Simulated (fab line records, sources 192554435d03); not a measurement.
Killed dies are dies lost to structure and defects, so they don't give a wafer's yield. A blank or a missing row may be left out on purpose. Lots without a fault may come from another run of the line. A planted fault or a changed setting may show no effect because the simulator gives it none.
Split-lot experiment | flow n5_finfet | 7 lots, 39 wafers read, on a route of 1938 steps

THE SPLIT
At N5_DUMMY_GATE_ETCH_37 (etches SOC in N2/H2, target depth 60 nm, overetch 30 nm), the setting source_w was moved away from the recipe's 840 W on 18 of the 39 wafers read, by -18.6% to +4.9%. The other wafers ran this setting at the recipe's value.

The reading is taken at the split's own step.

THE READING
rf_vpp_V, in V, at N5_DUMMY_GATE_ETCH_37 (etches SOC in N2/H2, target depth 60 nm, overetch 30 nm). Fault-free wafers of this fab line usually give 524.0 V, standard deviation 2.4 V.

wafer  | tool, chamber at the split | source_w as run, W | against the recipe | rf_vpp_V, V | against lot-mates on the recipe
L074.1 | rie_diel-01, 0             | 840                | recipe             | 524.7       | -
L074.2 | rie_diel-01, 1             | 792.6              | -5.6%              | 530.6       | +7.2
L074.3 | rie_diel-01, 2             | 792.6              | -5.6%              | 536.7       | +13.3
L074.4 | rie_diel-01, 2             | 792.6              | -5.6%              | 538.5       | +15.1
L074.5 | rie_diel-01, 1             | 840                | recipe             | 520.8       | -
L074.6 | rie_diel-01, 0             | 840                | recipe             | 524.6       | -
L080.1 | rie_diel-03, 0             | 840                | recipe             | 526.1       | -
L080.2 | rie_diel-03, 1             | 708.3              | -15.7%             | 551.5       | +28.5
L080.3 | rie_diel-03, 2             | 708.3              | -15.7%             | 555.2       | +32.2
L080.4 | rie_diel-03, 3             | 840                | recipe             | 522.5       | -
L080.5 | rie_diel-03, 1             | 840                | recipe             | 520.3       | -
L080.6 | rie_diel-03, 2             | 708.3              | -15.7%             | 556.6       | +33.6
L083.1 | rie_diel-03, 3             | 881.5              | +4.9%              | 512.5       | -11.1
L083.2 | rie_diel-03, 2             | 840                | recipe             | 525.0       | -
L083.3 | rie_diel-03, 1             | 881.5              | +4.9%              | 513.4       | -10.2
L083.4 | rie_diel-03, 2             | 840                | recipe             | 524.7       | -
L083.5 | rie_diel-03, 1             | 881.5              | +4.9%              | 513.8       | -9.8
L083.6 | rie_diel-03, 3             | 840                | recipe             | 521.0       | -
L086.2 | rie_diel-06, 2             | 840                | recipe             | 526.4       | -
L086.3 | rie_diel-06, 3             | 840                | recipe             | 524.8       | -
L086.5 | rie_diel-06, 3             | 840                | recipe             | 524.1       | -
L087.1 | rie_diel-01, 3             | 703.8              | -16.2%             | 554.1       | +30.9
L087.2 | rie_diel-01, 1             | 840                | recipe             | 519.8       | -
L087.3 | rie_diel-01, 2             | 840                | recipe             | 528.0       | -
L087.4 | rie_diel-01, 0             | 703.8              | -16.2%             | 555.0       | +31.8
L087.5 | rie_diel-01, 1             | 703.8              | -16.2%             | 551.4       | +28.2
L087.6 | rie_diel-01, 0             | 840                | recipe             | 521.9       | -
L091.1 | rie_diel-03, 1             | 840                | recipe             | 521.5       | -
L091.2 | rie_diel-03, 3             | 684                | -18.6%             | 558.8       | +36.5
L091.3 | rie_diel-03, 2             | 684                | -18.6%             | 562.6       | +40.3
L091.4 | rie_diel-03, 0             | 684                | -18.6%             | 562.7       | +40.4
L091.5 | rie_diel-03, 2             | 840                | recipe             | 524.8       | -
L091.6 | rie_diel-03, 3             | 840                | recipe             | 520.6       | -
L092.1 | rie_diel-01, 2             | 840                | recipe             | 527.2       | -
L092.2 | rie_diel-01, 1             | 840                | recipe             | 521.3       | -
L092.3 | rie_diel-01, 3             | 686                | -18.3%             | 558.1       | +34.1
L092.4 | rie_diel-01, 0             | 840                | recipe             | 523.6       | -
L092.5 | rie_diel-01, 2             | 686                | -18.3%             | 563.6       | +39.6
L092.6 | rie_diel-01, 3             | 686                | -18.3%             | 557.7       | +33.7

THE FIT
A straight line over all 39 wafers: rf_vpp_V changes by -1.97 V for each +1% of source_w; r = -0.99; the points scatter about the line by 2.5 V.
The same after taking each lot's own level away (the mean of its wafers on the recipe; 39 wafers): -2 V for each +1%; r = -0.99; scatter 2.4 V.
On that fit, the largest move of source_w shifts the reading by 37 V.
The lots' own levels span 522.30 to 525.10 V, that is 1.2 times the standard deviation above.
So the lot-to-lot level changes the slope little: the two slopes agree.
Check: with one of the wafers moved furthest among these (-18.6%) left out of the fit, the line predicts +37.1 V for it against its lot-mates. It came out at +36.5 V against them.
Tool readings at the split's step, against how far the setting was moved: rf_vpp_V r = -0.99.

OTHER SPLITS ON THESE WAFERS
These wafers also went through other splits before the reading. Each is held against what the fit with the lots' levels taken away leaves over:
other split on the same wafers        | wafers away from the commonest value | r with rf_vpp_V (lot level and that fit taken away)
N5_PMOS_HMC_CHANNEL_EPI_EPI_20 temp_c | 15                                   | +0.00
N5_DUMMY_GATE_EXPOSE_12 dose_mj       | 9                                    | +0.00

THE WHOLE CHAIN: every reading that the file lists as answering this split, in the file's order
step                  | what it does                                            | reading                                                                             | change (the file's fit)                | r (the file's)
N5_DUMMY_GATE_ETCH_37 | etches SOC in N2/H2, target depth 60 nm, overetch 30 nm | rf_vpp_V                                                                            | -1.99 V for each +1% of the setting    | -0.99
N5_DUMMY_GATE_ETCH_37 | etches SOC in N2/H2, target depth 60 nm, overetch 30 nm | SiARC_of_DUMMY_GATE_COAT_35.thk_nm (the simulator's own value, which no gauge read) | -0.0335 nm for each +1% of the setting | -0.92

THE FILE'S OWN FIT
rf_vpp_V changes by -1.99 V for each +1% of source_w, r = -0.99.
